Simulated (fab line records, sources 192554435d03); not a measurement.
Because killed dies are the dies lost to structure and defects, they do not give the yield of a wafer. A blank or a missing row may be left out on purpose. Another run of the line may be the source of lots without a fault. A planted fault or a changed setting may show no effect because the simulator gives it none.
Chamber matching + flow n5 finfet + 3 sister chambers for N5_BEOL_M6_ILD_DEP_00 on pecvd-03
The step deposits SiCOH lowk from DEMS/porogen, target thk 179.75 nm, time 33.4 s. 3 wafers are shown with their chamber, then 8 later ones without.

== EACH WAFER AND ITS CHAMBER ==
| wafer  | chamber | throttle valve pct (%) |
|--------|---------|------------------------|
| L090.5 | 2       | 13.6                   |
| L092.5 | 1       | 13.3                   |
| L093.2 | 0       | 14.6                   |

== WAFERS WITHOUT THEIR CHAMBER ==
| wafer  | throttle valve pct (%) |
|--------|------------------------|
| L093.3 | 14.8                   |
| L093.4 | 13.2                   |
| L095.1 | 14.3                   |
| L095.3 | 13.4                   |
| L095.6 | 13.4                   |
| L097.1 | 13.4                   |
| L097.2 | 14.6                   |
| L097.5 | 14.7                   |

== EACH ONE'S CHAMBER ==
| wafer  | from the rows above     | in truth |
|--------|-------------------------|----------|
| L093.3 | 0                       | 0        |
| L093.4 | can't be placed: 1 or 2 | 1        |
| L095.1 | 0                       | 0        |
| L095.3 | can't be placed: 1 or 2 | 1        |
| L095.6 | can't be placed: 1 or 2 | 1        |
| L097.1 | can't be placed: 1 or 2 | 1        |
| L097.2 | 0                       | 0        |
| L097.5 | 0                       | 0        |
Correct placement for 4 of the 8. From these rows, 4 cannot be placed; in 4 the true chamber is one of the candidates. Number placed wrongly: 0.
How it was worked out, from the rows above alone: a wafer's distance from a chamber is the root of the sum, over the readings, of the square of ((its reading less the chamber's mean) divided by the reading's scatter). If the next closest chamber is less than 2 further off than the closest, the wafer can't be placed; otherwise it belongs to the closest. Each chamber's mean is taken over the wafers shown for it. The scatter (one wafer shown for each chamber): square how far every hidden wafer sits from the nearest shown wafer, average those squares and take the square root.
